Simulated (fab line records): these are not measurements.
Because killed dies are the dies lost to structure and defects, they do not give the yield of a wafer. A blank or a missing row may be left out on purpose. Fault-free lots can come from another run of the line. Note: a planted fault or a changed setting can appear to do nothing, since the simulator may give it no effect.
Lot-split experiment | flow n5Finfet | 7 lots, 21 wafers read, on a route of 1938 steps

== SPLIT DETAILS ==
At N5_BEOL_M0_ETCH_109 (etches SiCN in CH3F/O2, target depth 8 nm, overetch 2.4 nm, time 27.4 s), the setting biasW was moved away from the recipe's 75 W on 12 of the 21 wafers read, by -13.0% to +11.9%. All remaining wafers had this setting at the recipe value.

The split's own step is where the reading is taken.

== THE READING ==
rfVppV, in V, at N5_BEOL_M0_ETCH_109 (etches SiCN in CH3F/O2, target depth 8 nm, overetch 2.4 nm, time 27.4 s). Typical for fault-free wafers on this fab line: 297.9 V, with standard deviation 1.8 V.

wafer  | tool, chamber at the split | biasW as run, W | against the recipe | rfVppV, V | against lot-mates on the recipe
L075.3 | rieDiel-06, 3              | 65.8            | -12.3%             | 276.0     | -19.8
L075.4 | rieDiel-06, 1              | 75              | recipe             | 295.4     | -
L075.6 | rieDiel-06, 0              | 75              | recipe             | 296.2     | -
L081.2 | rieDiel-02, 0              | 70.37           | -6.2%              | 284.6     | -11.8
L081.3 | rieDiel-02, 3              | 75              | recipe             | 296.4     | -
L081.4 | rieDiel-02, 3              | 70.37           | -6.2%              | 284.2     | -12.2
L083.2 | rieDiel-05, 2              | 70.97           | -5.4%              | 289.5     | no lot-mate on the recipe
L083.3 | rieDiel-05, 0              | 70.97           | -5.4%              | 286.4     | no lot-mate on the recipe
L083.5 | rieDiel-05, 0              | 70.97           | -5.4%              | 286.1     | no lot-mate on the recipe
L087.1 | rieDiel-06, 2              | 75              | recipe             | 294.6     | -
L087.2 | rieDiel-06, 1              | 75              | recipe             | 299.3     | -
L087.5 | rieDiel-06, 3              | 75              | recipe             | 301.8     | -
L089.2 | rieDiel-06, 1              | 75              | recipe             | 298.9     | -
L089.3 | rieDiel-06, 3              | 65.26           | -13.0%             | 275.2     | -23.7
L089.4 | rieDiel-06, 2              | 65.26           | -13.0%             | 270.6     | -28.3
L091.3 | rieDiel-02, 0              | 67.08           | -10.6%             | 277.0     | -20.6
L091.5 | rieDiel-02, 0              | 75              | recipe             | 297.6     | -
L091.6 | rieDiel-02, 1              | 67.08           | -10.6%             | 277.1     | -20.5
L097.3 | rieDiel-06, 2              | 75              | recipe             | 295.8     | -
L097.4 | rieDiel-06, 3              | 83.91           | +11.9%             | 322.0     | +26.2
L097.5 | rieDiel-06, 2              | 83.91           | +11.9%             | 316.2     | +20.4

FIT RESULTS
A straight line over all 21 wafers: rfVppV changes by +1.86 V for each +1% of biasW; r = +0.99; the points scatter about the line by 2.1 V.
The same after taking each lot's own level away (the mean of its wafers on the recipe; 18 wafers): +1.93 V for each +1%; r = +0.99; scatter 2.1 V.
Per that fit: largest biasW move, reading shift of 25 V.
From 295.80 to 298.90 V: that is the span of the lots' own levels, equal to 1.7 times the standard deviation above.
Consequently the slope shifts little with the lot-to-lot level, the two slopes agreeing.
Check: -25.1 V against its lot-mates is what the line predicts for one of the wafers moved furthest among these (-13.0%) when that wafer is left out of the fit. It came out at -23.7 V against them.
Tool readings at the split's step, against how far the setting was moved: rfVppV r = +0.99.

== THE OTHER SPLITS THESE WAFERS WENT THROUGH ==
These wafers also went through other splits before the reading. Each is held against what the fit with the lots' levels taken away leaves over:
other split on the same wafers  | wafers away from the commonest value | r with rfVppV (lot level and that fit taken away)
N5_BEOL_M0_SAQP_COAT_08 spinRpm | 8                                    | -0.14

== FILE'S OWN FIT ==
rfVppV changes by +1.88 V for each +1% of biasW, r = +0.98.
